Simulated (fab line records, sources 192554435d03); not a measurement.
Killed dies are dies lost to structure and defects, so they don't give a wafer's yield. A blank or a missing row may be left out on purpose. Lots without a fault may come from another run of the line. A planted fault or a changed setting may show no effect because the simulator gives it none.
Chamber matching | flow n5_finfet | N5_BEOL_M10_DEP_56 on pecvd-01: 3 sister chambers
The step deposits SiCN from 3MS/NH3, target thk 15 nm, time 26.5 s. 6 wafers are shown with their chamber, then 11 later ones without.

WAFERS WITH THEIR CHAMBER
wafer  | chamber | showerhead_plenum_p_Torr (Torr) | throttle_valve_pct (%)
L085.1 | 1       | 3.666                           | 8.9
L085.3 | 2       | 3.676                           | 8.8
L085.4 | 1       | 3.655                           | 9.2
L085.5 | 0       | 3.653                           | 8.6
L085.6 | 2       | 3.663                           | 8.8
L095.1 | 0       | 3.647                           | 9.1

WAFERS WITHOUT THEIR CHAMBER
wafer  | showerhead_plenum_p_Torr (Torr) | throttle_valve_pct (%)
L095.2 | 3.678                           | 8.9
L095.3 | 3.661                           | 9.1
L095.4 | 3.657                           | 8.6
L095.5 | 3.678                           | 9.1
L095.6 | 3.659                           | 8.9
L096.1 | 3.664                           | 8.7
L096.2 | 3.668                           | 9.2
L096.3 | 3.669                           | 8.4
L096.4 | 3.653                           | 9.0
L096.5 | 3.664                           | 8.8
L096.6 | 3.666                           | 9.0

WHICH CHAMBER EACH WENT THROUGH
wafer  | from the rows above          | in truth
L095.2 | can't be placed: 2 or 1      | 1
L095.3 | can't be placed: 1 or 2 or 0 | 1
L095.4 | can't be placed: 0 or 2 or 1 | 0
L095.5 | can't be placed: 2 or 1      | 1
L095.6 | can't be placed: 1 or 0 or 2 | 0
L096.1 | can't be placed: 2 or 1 or 0 | 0
L096.2 | can't be placed: 1 or 2 or 0 | 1
L096.3 | can't be placed: 2 or 1 or 0 | 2
L096.4 | can't be placed: 0 or 1 or 2 | 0
L096.5 | can't be placed: 2 or 1 or 0 | 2
L096.6 | can't be placed: 1 or 2 or 0 | 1
Placed correctly: 0 of 11. Can't be placed from these rows: 11 (the true chamber is among the candidates in 11). Placed wrongly: 0.
How it was worked out, from the rows above alone: a wafer's distance from a chamber is the root of the sum, over the readings, of the square of ((its reading less the chamber's mean) divided by the reading's scatter). The wafer belongs to the nearest chamber; if the next one is less than 2 further off, it can't be placed. A chamber's mean is the mean of its shown wafers. The scatter: the root of (the sum of the squares of (reading less its chamber's mean) over the shown wafers, divided by (wafers less chambers)).
